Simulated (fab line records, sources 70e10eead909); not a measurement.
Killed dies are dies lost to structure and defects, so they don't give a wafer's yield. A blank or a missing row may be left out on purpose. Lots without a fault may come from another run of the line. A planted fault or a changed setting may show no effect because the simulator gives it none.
Which tool did it? | flow nand_harc | 11 lots, 33 wafers sampled, at 5 steps of a route of 1302

WHAT THE GAUGES READ, wafer by wafer
NHARC_END_SORT_01.
lot  | measured     | on        | defect_limited_yield (%)
L111 | day 29 18:06 | prober-02 | 0 0 0
L112 | day 30 02:42 | prober-02 | 0 0 0
L123 | day 33 13:08 | prober-02 | 91.1 91.4 92.5

WHICH TOOL RAN EACH LOT (tool, then ch and the chambers of the sampled wafers, then the start)
lot  | NHARC_P_M0_DESCUM_14               | NHARC_P_M1_ETCH_35                 | NHARC_P_M1_PRE_CLEAN_30                 | NHARC_P_M1_PVD_20
L103 | rie_diel-02 ch 0,2, day 6 12:53    | rie_diel-09 ch 0,1, day 6 17:35    | pvd_sputter-01, no start                | pvd_sputter-01, no start
L111 | rie_diel-02 ch 0,1,2, day 10 11:52 | rie_diel-09 ch 0,1,3, day 10 16:01 | pvd_sputter-03, day 29 18:06 or earlier | pvd_sputter-03, day 29 18:06 or earlier
L112 | rie_diel-02 ch 0,2, day 10 14:53   | rie_diel-09 ch 1,2, day 10 19:37   | pvd_sputter-01, day 30 02:42 or earlier | pvd_sputter-01, day 30 02:42 or earlier
L115 | rie_diel-03 ch 1,3, day 11 07:53   | rie_diel-05 ch 0,1,3, day 11 12:23 | pvd_sputter-02, no start                | pvd_sputter-02, no start
L116 | rie_diel-02 ch 2,3, day 12 07:56   | rie_diel-05 ch 1,2, day 12 12:06   | pvd_sputter-01, no start                | pvd_sputter-01, no start
L117 | rie_diel-10 ch 0,1,2, day 12 18:10 | rie_diel-09 ch 0,1,2, day 12 22:13 | pvd_sputter-01, no start                | pvd_sputter-01, no start
L118 | rie_diel-02 ch 0,3, day 12 23:43   | rie_diel-09 ch 1,3, day 13 03:50   | pvd_sputter-01, no start                | pvd_sputter-01, no start
L119 | rie_diel-10 ch 1,2,3, day 13 03:44 | rie_diel-08 ch 2,3, day 13 07:52   | pvd_sputter-02, no start                | pvd_sputter-02, no start
L121 | rie_diel-02 ch 0,1,2, day 13 22:47 | rie_diel-09 ch 1,2,3, day 14 02:56 | pvd_sputter-01, no start                | pvd_sputter-01, no start
L123 | rie_diel-02 ch 1,2,3, day 14 17:23 | rie_diel-05 ch 1,2, day 14 21:31   | pvd_sputter-02, day 33 13:08 or earlier | pvd_sputter-02, day 33 13:08 or earlier
L125 | rie_diel-02 ch 0,1,2, day 15 18:11 | rie_diel-09 ch 0,1,3, day 15 22:12 | pvd_sputter-01, no start                | pvd_sputter-01, no start
- NHARC_P_M0_DESCUM_14: chemistry O2, time 3 s.
- NHARC_P_M1_ETCH_35: etches the open film in N2/H2, target depth 40 nm, overetch 12 nm, time 43.94 s.
- NHARC_P_M1_PRE_CLEAN_30: time 30 s.
- NHARC_P_M1_PVD_20: deposits TaN, target thk 5 nm, time 8.06 s.

THE ANSWER, worked out from the rows above alone
Rule: what is usual is taken from the lots themselves. Put in order of their means at a reading, lots are off if they are a third of the lots or fewer, leave a main group of 4 or more, and stand apart from it by a gap of 3 or more times the standard deviation of the main group's means; of several such gaps the widest counts. A main group whose means are all the same, to the digits that the tables above print for the reading, isn't used. A lot without any number at a reading at which 4 lots or more have one is off too. The other lots that the step has rows for count as sound.
No lot is off at any reading shown: from this, nothing can be told.

WHAT THE SIMULATOR HAD PUT IN
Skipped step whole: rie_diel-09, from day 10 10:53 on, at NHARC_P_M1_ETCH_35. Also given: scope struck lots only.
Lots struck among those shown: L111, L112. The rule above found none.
